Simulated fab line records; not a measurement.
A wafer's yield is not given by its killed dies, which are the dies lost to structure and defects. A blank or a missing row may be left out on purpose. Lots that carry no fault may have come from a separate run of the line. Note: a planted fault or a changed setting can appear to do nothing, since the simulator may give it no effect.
Chamber matching	flow n5 finfet	N5_HKMG_FIN_ALD_75 on ald hk-03: 4 sister chambers
The step deposits Al2O3, target thk 1 nm, co reactant pulse time 1 s. 16 wafers are shown with their chamber, then 8 later ones without.

## WAFERS, EACH WITH ITS CHAMBER
wafer	chamber	heater power w (W)	precursor pulse height rel
L075.3	3	119	1.022
L075.4	2	190	1.024
L075.6	1	166	1.006
L078.1	0	163	1.003
L078.5	0	161	1.007
L078.6	3	118	0.998
L081.3	3	122	1.017
L081.4	2	187	1.018
L081.5	1	169	0.973
L082.2	0	161	1.027
L082.3	2	189	1.049
L082.6	1	163	0.959
L086.2	1	170	0.982
L086.4	2	191	1.001
L086.5	3	120	1.011
L089.1	0	165	0.982

SIGNATURES, as means of the wafers listed above
reading	chamber 0	chamber 1	chamber 2	chamber 3	scatter within a chamber
heater power w	162.50	167.00	189.25	119.75	2.21
precursor pulse height rel	1.00475	0.98000	1.02300	1.01200	0.0176
Rule: for a wafer and a chamber, the distance is found by dividing, reading by reading, the gap between the wafer's reading and the chamber's mean by the reading's scatter, squaring, summing and taking the root. The wafer belongs to the nearest chamber; if the next one is less than 2 further off, it can't be placed. The scatter is the square root of a quotient: the sum, over the shown wafers, of each reading's squared deviation from its chamber's mean, divided by wafers minus chambers.

## WAFERS WHOSE CHAMBER IS MISSING
wafer	heater power w (W)	precursor pulse height rel
L089.4	165	1.001
L089.6	120	1.019
L095.1	169	0.990
L095.3	119	0.994
L095.4	188	0.983
L097.2	171	0.946
L097.3	161	0.980
L097.5	166	1.005

## CHAMBER TAKEN BY EACH
wafer	from the rows above	in truth
L089.4	can't be placed: 0 or 1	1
L089.6	3	3
L095.1	can't be placed: 1 or 0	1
L095.3	3	3
L095.4	2	2
L097.2	1	1
L097.3	can't be placed: 0 or 1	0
L097.5	can't be placed: 1 or 0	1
4 of 8 placed correctly. From these rows, 4 cannot be placed; in 4 the true chamber is one of the candidates. Wrongly placed: 0.
